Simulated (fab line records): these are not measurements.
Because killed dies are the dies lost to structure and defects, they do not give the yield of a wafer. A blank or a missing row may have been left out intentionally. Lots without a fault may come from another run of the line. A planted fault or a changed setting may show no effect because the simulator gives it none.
Which tool was responsible? -- flow nand harc -- 24 lots, 72 wafers sampled, at 6 steps of a route of 1302

WHAT EACH GAUGE READ, for each wafer
No reading from a measuring or inspecting step in the record can be judged against a usual standard deviation.

TOOL THAT RAN EACH LOT (tool first, then ch and the chambers of the sampled wafers, then the start)
lot,NHARC_P_ZERO_WELL_DESCUM_13,NHARC_P_ZERO_WELL_ETCH_62,NHARC_P_GATE_DEP_103,NHARC_P_GATE_DESCUM_48,NHARC_P_CONTACT_DEP_00,NHARC_P_CONTACT_PVD_32
L074,"rie diel-04 ch 0,1, day 1 21:24","rie diel-04 ch 0,1,2, day 4 23:50 or earlier","pecvd-03 ch 0,1,2, day 4 23:50","rie diel-07 ch 0,1,2, day 5 12:23","pecvd-01 ch 0,1,2, no start","pvd sputter-01, no start"
L075,"rie diel-08 ch 0,2,3, day 2 07:25","rie diel-08 ch 0,2, day 5 14:35 or earlier","pecvd-03 ch 1,2, day 5 14:35","rie diel-02 ch 1,2,3, day 6 03:19","pecvd-02 ch 0,1,2, no start","pvd sputter-01, no start"
L076,"rie diel-04 ch 0,2,3, day 2 17:25","rie diel-04 ch 0,1, day 5 19:01 or earlier","pecvd-04 ch 0,1,2, day 5 19:01","rie diel-10 ch 0,1,2, day 6 07:41","pecvd-02 ch 1,2, no start","pvd sputter-03, no start"
L077,"rie diel-13 ch 0,1,3, day 3 03:17","rie diel-13 ch 0,1,3, day 6 08:04 or earlier","pecvd-04 ch 1,2, day 6 08:04","rie diel-10 ch 0,3, day 6 20:49","pecvd-03 ch 1,2, no start","pvd sputter-01, no start"
L078,"rie diel-08 ch 0,1,3, day 3 13:36","rie diel-08 ch 0,2,3, day 6 11:21 or earlier","pecvd-04 ch 1,2, day 6 11:21","rie diel-07 ch 0,1,3, day 7 00:02","pecvd-03 ch 0,1,2, no start","pvd sputter-03, no start"
L079,"rie diel-13 ch 0,1,2, day 3 23:25","rie diel-13 ch 0,1,3, day 7 00:13 or earlier","pecvd-04 ch 0,1,2, day 7 00:13","rie diel-10 ch 0,1,3, day 7 12:47","pecvd-03 ch 1,2, no start","pvd sputter-01, no start"
L080,"rie diel-04 ch 0,3, day 4 09:25","rie diel-04 ch 0,1, day 7 10:19 or earlier","pecvd-03 ch 1,2, day 7 10:19","rie diel-02 ch 0,1,2, day 8 00:54","pecvd-03 ch 1,2, no start","pvd sputter-01, no start"
L081,"rie diel-08 ch 0,3, day 4 19:25","rie diel-08 ch 1,2, day 8 01:49 or earlier","pecvd-02 ch 0,1, day 8 01:49","rie diel-02 ch 1,2, day 8 14:30","pecvd-01 ch 0,1, day 8 21:23","pvd sputter-03, no start"
L082,"rie diel-13 ch 2,3, day 5 05:24","rie diel-13 ch 0,2,3, day 8 10:11 or earlier","pecvd-04 ch 1,2, day 8 10:11","rie diel-07 ch 2,3, day 8 22:55","pecvd-02 ch 1,2, no start","pvd sputter-01, no start"
L083,"rie diel-13 ch 1,2,3, day 5 15:24","rie diel-13 ch 0,1,2, day 8 13:41 or earlier","pecvd-02 ch 0,1, day 8 13:41","rie diel-07 ch 0,1,3, day 9 02:28","pecvd-01 ch 0,1, day 9 09:17","pvd sputter-02, no start"
L084,"rie diel-13 ch 1,2,3, day 6 01:25","rie diel-13 ch 0,1,3, day 9 12:14 or earlier","pecvd-02 ch 0,1,2, day 9 12:14","rie diel-10 ch 1,2, day 10 01:04","pecvd-03 ch 0,1, no start","pvd sputter-02, no start"
L085,"rie diel-04 ch 1,3, day 6 11:24","rie diel-04 ch 0,2,3, day 9 14:50 or earlier","pecvd-03 ch 0,1,2, day 9 14:50","rie diel-10 ch 1,2,3, day 10 03:30","pecvd-03 ch 0,1,2, no start","pvd sputter-02, no start"
L086,"rie diel-08 ch 0,3, day 6 21:40","rie diel-08 ch 0,1,2, day 9 21:41 or earlier","pecvd-04 ch 0,2, day 9 21:41","rie diel-02 ch 0,1,2, day 10 10:30","pecvd-01 ch 0,1,2, no start","pvd sputter-02, no start"
L087,"rie diel-08 ch 0,1,3, day 7 07:33","rie diel-08 ch 1,2, day 10 13:31 or earlier","pecvd-04 ch 0,1,2, day 10 13:31","rie diel-07 ch 0,1,3, day 11 02:28","pecvd-03 ch 0,2, no start","pvd sputter-03, no start"
L088,"rie diel-08 ch 0,1, day 7 17:25","rie diel-08 ch 0,1,3, day 11 04:04 or earlier","pecvd-04 ch 0,2, day 11 04:04","rie diel-10 ch 0,3, day 11 16:47","pecvd-01 ch 0,1,2, no start","pvd sputter-03, no start"
L089,"rie diel-04 ch 0,2, day 8 03:31","rie diel-04 ch 1,2, day 11 04:14 or earlier","pecvd-02 ch 0,1,2, day 11 04:14","rie diel-02 ch 1,2,3, day 11 16:59","pecvd-02 ch 0,1,2, no start","pvd sputter-01, no start"
L090,"rie diel-13 ch 0,1,2, day 8 13:24","rie diel-13 ch 0,1,3, day 11 22:43 or earlier","pecvd-02 ch 0,1,2, day 11 22:43","rie diel-10 ch 0,1,2, day 12 11:23","pecvd-01 ch 1,2, no start","pvd sputter-01, no start"
L091,"rie diel-13 ch 1,2,3, day 8 23:23","rie diel-13 ch 0,1,2, day 12 02:44 or earlier","pecvd-02 ch 0,1, day 12 02:44","rie diel-07 ch 1,2,3, day 12 15:28","pecvd-02 ch 0,1,2, no start","pvd sputter-03, no start"
L092,"rie diel-08 ch 0,1,2, day 9 09:25","rie diel-08 ch 1,2,3, day 12 22:37 or earlier","pecvd-04 ch 0,1,2, day 12 22:37","rie diel-10 ch 0,3, day 13 11:19","pecvd-02 ch 0,1,2, no start","pvd sputter-01, no start"
L093,"rie diel-13 ch 1,2, day 9 19:28","rie diel-13 ch 1,2, day 13 03:03 or earlier","pecvd-03 ch 1,2, day 13 03:03","rie diel-07 ch 0,1,2, day 13 15:54","pecvd-03 ch 1,2, no start","pvd sputter-03, no start"
L094,"rie diel-04 ch 1,2,3, day 10 05:26","rie diel-04 ch 1,3, day 13 09:05 or earlier","pecvd-02 ch 1,2, day 13 09:05","rie diel-10 ch 0,1, day 13 21:40","pecvd-03 ch 0,1,2, no start","pvd sputter-03, no start"
L095,"rie diel-08 ch 0,1,3, day 10 15:24","rie diel-08 ch 0,1,2, day 13 13:30 or earlier","pecvd-02 ch 0,1, day 13 13:30","rie diel-10 ch 1,2,3, day 14 02:14","pecvd-02 ch 0,1,2, no start","pvd sputter-01, no start"
L096,"rie diel-13 ch 1,2, day 11 01:16","rie diel-13 ch 2,3, day 14 04:02 or earlier","pecvd-04 ch 0,1,2, day 14 04:02","rie diel-02 ch 2,3, day 14 16:56","pecvd-02 ch 0,1,2, no start","pvd sputter-02, no start"
L097,"rie diel-13 ch 1,2, day 11 11:17","rie diel-13 ch 1,2,3, day 14 14:05 or earlier","pecvd-03 ch 0,1,2, day 14 14:05","rie diel-07 ch 0,1, day 15 02:43","pecvd-01 ch 0,1,2, no start","pvd sputter-02, no start"
- NHARC_P_ZERO_WELL_DESCUM_13: chemistry O2, time 3 s.
- NHARC_P_ZERO_WELL_ETCH_62: etches the open film in CHF3/Ar, target depth 13 nm, time 6.5 s.
- NHARC_P_GATE_DEP_103: deposits SiON, target thk 30 nm.
- NHARC_P_GATE_DESCUM_48: chemistry O2, time 3 s.
- NHARC_P_CONTACT_DEP_00: deposits SiO2, target thk 500 nm.
- NHARC_P_CONTACT_PVD_32: deposits Ti, target thk 5 nm, time 17.7 s.

WHAT THE TOOLS THEMSELVES READ (means of the sampled wafers that have a number; where no wafer has one, the mark that the record gives instead)
NHARC_P_ZERO_WELL_DESCUM_13. Usual: drypump motor current A 5.8 A, standard deviation 0.43; oes product au 0.999 a.u., standard deviation 0.0093; rf vpp V 57.8 V, standard deviation 0.76; showerhead plenum p Torr 1.89 Torr, standard deviation 0.075; throttle valve pct 11.311 %, standard deviation 0.0089.
lot,tool,drypump motor current A (A),oes product au (a.u.),rf vpp V (V),showerhead plenum p Torr (Torr),throttle valve pct (%),flag
L074,rie diel-04,5.2,0.988,57.3,2.05,11.313,
L075,rie diel-08,5.5,0.996,58.0,1.93,11.310,
L076,rie diel-04,6.2,0.998,57.6,1.90,11.318,
L077,rie diel-13,6.0,0.995,57.5,1.84,11.307,
L078,rie diel-08,5.6,0.996,57.8,1.92,11.312,
L079,rie diel-13,5.8,1.006,57.8,1.88,11.304,
L080,rie diel-04,6.2,0.999,58.0,1.97,11.318,
L081,rie diel-08,5.6,1.001,57.8,1.93,11.318,
L082,rie diel-13,6.4,1.006,57.5,1.86,11.303,
L083,rie diel-13,6.0,1.004,58.1,1.86,11.306,
L084,rie diel-13,6.0,0.994,57.7,1.86,11.306,
L085,rie diel-04,5.9,0.991,57.7,1.93,11.304,
L086,rie diel-08,5.5,0.998,58.0,1.93,11.316,
L087,rie diel-08,5.6,1.002,57.3,1.91,11.324,
L088,rie diel-08,5.6,0.996,57.6,1.94,11.308,
L089,rie diel-04,6.0,0.999,57.9,1.85,11.313,
L090,rie diel-13,5.8,0.994,57.6,1.87,11.314,
L091,rie diel-13,6.0,1.006,57.2,1.85,11.316,
L092,rie diel-08,5.6,1.013,58.3,1.93,11.315,
L093,rie diel-13,5.6,0.999,57.4,1.84,11.311,
L094,rie diel-04,5.8,1.010,58.1,1.89,11.313,
L095,rie diel-08,5.6,0.997,57.5,1.90,11.312,
L096,rie diel-13,5.6,0.998,57.8,1.84,11.313,
L097,rie diel-13,5.8,1.006,57.0,1.89,11.311,

NHARC_P_ZERO_WELL_ETCH_62. Usual: drypump motor current A 5.8 A, standard deviation 0.44; oes product au 0.961 a.u., standard deviation 0.019; rf fwd power W 488.1 W, standard deviation 2.2; rf vpp V 370.2 V, standard deviation 2.1; showerhead plenum p Torr 2.33 Torr, standard deviation 0.091; throttle valve pct 20.217 %, standard deviation 0.009.
lot,tool,drypump motor current A (A),oes product au (a.u.),rf fwd power W (W),rf vpp V (V),showerhead plenum p Torr (Torr),throttle valve pct (%),flag
L074,rie diel-04,5.6,0.966,488.6,370.7,2.39,20.217,
L075,rie diel-08,5.5,0.950,488.2,372.1,2.40,20.222,
L076,rie diel-04,5.7,0.967,486.9,373.4,2.48,20.221,
L077,rie diel-13,6.0,0.941,486.5,367.9,2.26,20.212,
L078,rie diel-08,5.5,0.986,488.6,370.9,2.36,20.224,
L079,rie diel-13,6.0,0.928,487.1,368.5,2.25,20.224,
L080,rie diel-04,5.2,0.944,488.3,374.0,2.49,20.216,
L081,rie diel-08,5.6,0.976,489.2,371.2,2.37,20.218,
L082,rie diel-13,6.1,0.968,487.6,369.6,2.31,20.209,
L083,rie diel-13,5.8,0.963,488.5,369.6,2.30,20.214,
L084,rie diel-13,6.0,0.953,486.8,368.3,2.25,20.216,
L085,rie diel-04,6.1,0.966,488.3,370.1,2.32,20.218,
L086,rie diel-08,5.6,0.974,488.6,371.9,2.37,20.216,
L087,rie diel-08,5.8,0.934,490.7,371.1,2.36,20.220,
L088,rie diel-08,5.7,0.976,488.6,370.6,2.34,20.220,
L089,rie diel-04,5.2,0.955,484.4,370.5,2.39,20.214,
L090,rie diel-13,6.0,0.964,487.8,368.0,2.24,20.211,
L091,rie diel-13,5.8,0.979,488.4,369.4,2.29,20.217,
L092,rie diel-08,5.6,0.972,488.4,370.1,2.33,20.222,
L093,rie diel-13,5.6,0.950,489.9,369.2,2.26,20.216,
L094,rie diel-04,5.3,0.969,487.4,372.1,2.42,20.213,
L095,rie diel-08,5.6,0.983,488.6,371.3,2.36,20.217,
L096,rie diel-13,6.4,0.978,486.7,369.1,2.27,20.219,
L097,rie diel-13,6.0,0.924,487.8,369.8,2.26,20.220,

NHARC_P_GATE_DEP_103. Usual: heater power w 691 W, standard deviation 78; rf fwd power W 348.2 W, standard deviation 1.2.
lot,tool,heater power w (W),rf fwd power W (W),flag
L074,pecvd-03,627,348.5,
L075,pecvd-03,731,347.8,
L076,pecvd-04,653,348.8,
L077,pecvd-04,653,348.7,
L078,pecvd-04,692,348.7,
L079,pecvd-04,633,349.1,
L080,pecvd-03,698,347.8,
L081,pecvd-02,717,348.1,
L082,pecvd-04,694,347.8,
L083,pecvd-02,715,346.6,
L084,pecvd-02,758,348.2,
L085,pecvd-03,674,348.0,
L086,pecvd-04,634,347.9,
L087,pecvd-04,669,348.3,
L088,pecvd-04,662,350.0,
L089,pecvd-02,788,348.3,
L090,pecvd-02,793,348.6,
L091,pecvd-02,779,347.6,
L092,pecvd-04,629,349.2,
L093,pecvd-03,704,348.2,
L094,pecvd-02,734,347.8,
L095,pecvd-02,787,347.9,
L096,pecvd-04,601,348.3,
L097,pecvd-03,657,348.8,

NHARC_P_GATE_DESCUM_48. Usual: drypump motor current A 5.6 A, standard deviation 0.4; oes product au 1.002 a.u., standard deviation 0.011; rf vpp V 57.9 V, standard deviation 0.82; showerhead plenum p Torr 1.95 Torr, standard deviation 0.066; throttle valve pct 11.310 %, standard deviation 0.0098.
lot,tool,drypump motor current A (A),oes product au (a.u.),rf vpp V (V),showerhead plenum p Torr (Torr),throttle valve pct (%),flag
L074,rie diel-07,5.4,0.994,57.6,1.98,11.307,
L075,rie diel-02,5.7,1.003,57.8,1.93,11.310,
L076,rie diel-10,5.6,0.992,58.0,1.95,11.315,
L077,rie diel-10,5.5,1.010,58.6,1.92,11.315,
L078,rie diel-07,5.5,1.000,59.0,1.95,11.309,
L079,rie diel-10,5.7,1.007,57.3,1.92,11.310,
L080,rie diel-02,5.6,1.010,57.2,1.95,11.310,
L081,rie diel-02,5.8,1.023,58.0,1.99,11.308,
L082,rie diel-07,6.2,0.990,58.1,1.97,11.321,
L083,rie diel-07,5.5,0.994,57.9,1.95,11.316,
L084,rie diel-10,5.7,1.001,57.7,2.00,11.306,
L085,rie diel-10,5.7,1.009,58.3,1.98,11.321,
L086,rie diel-02,5.6,1.011,57.6,1.95,11.311,
L087,rie diel-07,5.5,1.003,57.9,1.95,11.304,
L088,rie diel-10,5.6,1.006,58.5,1.95,11.320,
L089,rie diel-02,5.8,1.006,57.6,1.93,11.304,
L090,rie diel-10,5.6,0.994,58.2,1.95,11.310,
L091,rie diel-07,5.6,0.999,58.4,2.00,11.312,
L092,rie diel-10,5.5,1.004,57.4,1.92,11.299,
L093,rie diel-07,5.4,1.001,58.7,1.98,11.300,
L094,rie diel-10,5.6,0.996,57.3,1.89,11.308,
L095,rie diel-10,5.8,0.997,58.0,1.98,11.320,
L096,rie diel-02,5.9,1.018,58.4,1.91,11.314,
L097,rie diel-07,5.0,1.000,58.0,1.98,11.320,

NHARC_P_CONTACT_DEP_00. Usual: chamber pressure Torr 6.499 Torr, standard deviation 0.014; heater power w 524 W, standard deviation 93; rf fwd power W 897.6 W, standard deviation 2.7; throttle valve pct 16.0 %, standard deviation 0.37.
lot,tool,chamber pressure Torr (Torr),heater power w (W),rf fwd power W (W),throttle valve pct (%),flag
L074,pecvd-01,6.508,553,897.5,16.1,
L075,pecvd-02,6.494,553,898.1,16.1,
L076,pecvd-02,6.498,502,899.0,16.3,
L077,pecvd-03,6.511,542,895.1,15.9,
L078,pecvd-03,6.501,518,898.5,15.6,
L079,pecvd-03,6.514,570,898.9,15.9,
L080,pecvd-03,6.494,541,898.4,15.8,
L081,pecvd-01,6.499,467,898.1,16.2,
L082,pecvd-02,6.498,531,894.7,16.1,
L083,pecvd-01,6.498,565,897.0,15.9,
L084,pecvd-03,6.492,460,898.1,15.9,
L085,pecvd-03,6.492,479,898.5,15.5,
L086,pecvd-01,6.490,550,897.0,16.2,
L087,pecvd-03,6.491,451,899.5,15.6,
L088,pecvd-01,6.509,530,898.0,16.3,
L089,pecvd-02,6.514,542,896.4,16.2,
L090,pecvd-01,6.493,662,896.2,15.9,
L091,pecvd-02,6.508,579,896.6,16.2,
L092,pecvd-02,6.499,510,895.7,16.2,
L093,pecvd-03,6.500,502,895.9,15.7,
L094,pecvd-03,6.497,432,898.0,15.8,
L095,pecvd-02,6.499,516,899.5,16.2,
L096,pecvd-02,6.498,575,898.2,16.4,
L097,pecvd-01,6.495,529,898.8,16.0,

NHARC_P_CONTACT_PVD_32. Usual: 30.3 % for throttle valve pct, sd 1.1.
lot,tool,throttle valve pct (%),flag
L074,pvd sputter-01,29.6,
L075,pvd sputter-01,30.6,
L076,pvd sputter-03,29.9,
L077,pvd sputter-01,30.5,
L078,pvd sputter-03,30.6,
L079,pvd sputter-01,30.6,
L080,pvd sputter-01,29.5,
L081,pvd sputter-03,30.3,
L082,pvd sputter-01,29.3,
L083,pvd sputter-02,29.7,
L084,pvd sputter-02,29.8,
L085,pvd sputter-02,29.9,
L086,pvd sputter-02,30.1,
L087,pvd sputter-03,30.9,
L088,pvd sputter-03,30.9,
L089,pvd sputter-01,30.5,
L090,pvd sputter-01,30.3,
L091,pvd sputter-03,30.8,
L092,pvd sputter-01,30.5,
L093,pvd sputter-03,31.2,
L094,pvd sputter-03,30.5,
L095,pvd sputter-01,30.4,
L096,pvd sputter-02,30.1,
L097,pvd sputter-02,30.2,

THE ANSWER, worked out from the rows above alone
Rule: a lot counts as off when the mean over its wafers that have a number is more than 3 standard deviations away from the usual mean. A lot without any number at a reading at which 4 lots or more have one is off too. The other lots that the step has rows for count as sound. After the gauges, taken in route order, come the tools' own readings; for these a lot's mean is taken, as printed above. At the first step where some lot is off, the reading lying furthest off is the one used; lots without a number count as furthest.
No lot is off at any reading shown: from this, nothing can be told.

WHAT THE SIMULATOR HAD PUT IN
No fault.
